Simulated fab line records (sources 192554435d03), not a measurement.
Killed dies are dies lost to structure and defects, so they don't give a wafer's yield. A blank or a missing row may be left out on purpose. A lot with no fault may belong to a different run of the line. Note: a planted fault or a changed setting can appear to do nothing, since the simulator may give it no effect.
Matching of chambers -- flow n5Finfet -- pecvd-01 running N5_BEOL_M3_ILD_DEP_00: 3 sister chambers
The step deposits SiOC from DEMS/O2, target thk 79 nm, time 15.3 s. 3 wafers are shown with their chamber, then 11 later ones without.

## WAFERS WITH THEIR CHAMBER
wafer,chamber,throttleValvePct (%)
L086.5,1,13.5
L087.6,0,12.0
L090.2,2,11.1

## WAFERS WHOSE CHAMBER IS MISSING
wafer,throttleValvePct (%)
L090.3,13.5
L090.5,11.8
L089.1,13.7
L089.4,11.1
L089.5,12.1
L091.2,11.4
L091.3,13.6
L091.6,11.2
L092.1,11.0
L092.2,13.7
L092.3,11.8

## WHICH CHAMBER EACH WENT THROUGH
wafer,from the rows above,in truth
L090.3,1,1
L090.5,0,0
L089.1,1,1
L089.4,2,2
L089.5,0,0
L091.2,can't be placed: 2 or 0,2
L091.3,1,1
L091.6,2,2
L092.1,2,2
L092.2,1,1
L092.3,0,0
Correct placement for 10 of the 11. These rows do not allow placing 1 (true chamber among the candidates in 1). Wrongly placed: 0.
How it was worked out, from the rows above alone: a wafer's distance from a chamber is the root of the sum, over the readings, of the square of ((its reading less the chamber's mean) divided by the reading's scatter). The wafer belongs to the nearest chamber; if the next one is less than 2 further off, it can't be placed. Each chamber's mean is taken over the wafers shown for it. The scatter: root of mean squared gap, hidden wafer to nearest shown wafer, with one shown wafer a chamber.
